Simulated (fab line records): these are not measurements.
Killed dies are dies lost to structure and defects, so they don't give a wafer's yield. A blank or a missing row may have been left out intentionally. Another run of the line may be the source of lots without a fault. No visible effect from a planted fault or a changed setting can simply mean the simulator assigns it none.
A lot that was struck, set against a sound lot + flow n5Finfet + 15 steps out of a route of 1938
Sound: the wafers L388.1, L388.2, L388.3. Wafers L396.3, L396.4, L396.6 were the ones struck. Last of all comes the cause.
For every step that has rows: the tool of each side, followed by ch and its chambers, followed by its first start. Under that, the readings that differ: sound wafers + struck wafers + difference of the means + sigmas: that difference in standard deviations of wafers without a fault.
alike: same words and numbers on both sides, and readings whose means sit less than 2 such deviations apart. not compared: any withheld reading, any reading some wafer has no value for, any bound like >300 that may hide the same value, and any number with overlapping values for which the record gives no deviation.
The two part at a step that has a row with sigmas, a row that says differs or no value, or rows on one side only. When numbers do not overlap yet have no deviation, they are printed without sigmas and do not part them. A reading missing from all wafers of one side parts the sides only when that side holds two or more wafers.

first, 1 step without rows for these wafers: N5_HKMG_FIN_COAT_66 (time 60 s, resist thk 300 nm).
N5_HKMG_FIN_ETCH_67: etches SOC in N2/H2, stops on TiN, target depth 388.9 nm.
  sound on rieDiel-02 ch 0,1,2, day 6 19:04; struck on rieDiel-02 ch 1,2,3, day 8 18:20
  alike: drypumpMotorCurrentA, oesProductAu, rfVppV, showerheadPlenumPTorr, throttleValvePct
  not compared: rfHoursCounterH
then, 3 steps without rows for these wafers: N5_HKMG_FIN_STRIP_90 (strips SOC in N2/H2, time 20 s); N5_HKMG_FIN_WET_ETCH_73 (etches the open film in SC1, time 42.3 s, target depth 1.3 nm, rinse time 30 s); N5_HKMG_FIN_ETCHBACK_68 (etches the open film in Cl2/Ar, stops on HfO2, target depth 0.5 nm).
N5_HKMG_FIN_STRIP_69: strips in N2/H2, time 360 s.
  sound on plasmaAsher-01 ch 0,1, day 6 19:26; struck on plasmaAsher-02 ch 0,1, day 8 18:49
| reading          | sound       | struck      | difference | sigmas |
|------------------|-------------|-------------|------------|--------|
| heaterPowerW (W) | 408 391 402 | 448 446 446 | +46        | +2     |
  alike: drypumpMotorCurrentA
  not compared: rfHoursCounterH
N5_HKMG_FIN_ALD_21: deposits TiN, target thk 1.5 nm, pulse time 1 s, purge time 3 s.
  sound on aldMetal-01 ch 0,1,2, day 6 19:49; struck on aldMetal-02 ch 0,3, day 8 19:05
  alike: heaterPowerW, precursorPulseHeightRel
N5_HKMG_FIN_ALD_72: deposits W, target thk 2 nm, pulse time 1 s, purge time 2 s.
  sound on cvdW-02 ch 0,1, day 6 20:11; struck on cvdW-02 ch 0,1, day 8 19:29
  alike: heaterPowerW, precursorPulseHeightRel
N5_HKMG_FIN_W_FILL_22: material W, target thk 60 nm, time 18.2 s.
  sound on cvdW-02 ch 0,1, day 6 20:14; struck on cvdW-02 ch 0,1, day 8 19:32
  alike: heaterPowerW, throttleValvePct
then, 3 steps without rows for these wafers: N5_HKMG_FIN_PRECLEAN_83 (cleans in DIW, time 57.5 s); N5_HKMG_FIN_SRD_84 (dry time 32 s); N5_HKMG_FIN_CMP_23 (polishes, stops on SiNx, t overpolish 10 s, target thk 46.326 nm).
N5_HKMG_FIN_CMP_94: polishes, stops on SiNx, t overpolish 4.7 s, target thk 43.299 nm.
  sound on cmp-01 ch 0,2,3, day 6 20:50; struck on cmp-01 ch 0,2,3, day 8 20:11
| reading               | sound             | struck            | difference | sigmas      |
|-----------------------|-------------------|-------------------|------------|-------------|
| headPressurePsi (psi) | 4.012 4.005 3.997 | 2.958 2.961 2.948 | -1.049     | -99 or more |
  alike: motorCurrentA, slurryFilterDpKPa
  not compared: padLifeWafers
-- here the record skips 8 days between the struck wafers' starts before and after, leaving off in module HKMG_FIN and picking up in module BEOL_M4 (first step shown: number 1111 of the route) --
N5_BEOL_M4_RC_MEAS_101:
  sound on prober-02 ch 0, day 14 10:06; struck on prober-02 ch 0, day 17 01:40
  alike: DIBL_N, DIBL_P, IOFF_N, IOFF_P, ION_N, ION_P, SS_N, SS_P, VT_N, VT_P
N5_PASSIVATION_PROBE_49:
  the record holds rows for the sound wafers here (prober-02, day 18 13:53) but none for the struck ones

## WHERE THEY PART
First at N5_HKMG_FIN_STRIP_69; last, within this record, at N5_PASSIVATION_PROBE_49.

WHY: whatever the simulator had introduced
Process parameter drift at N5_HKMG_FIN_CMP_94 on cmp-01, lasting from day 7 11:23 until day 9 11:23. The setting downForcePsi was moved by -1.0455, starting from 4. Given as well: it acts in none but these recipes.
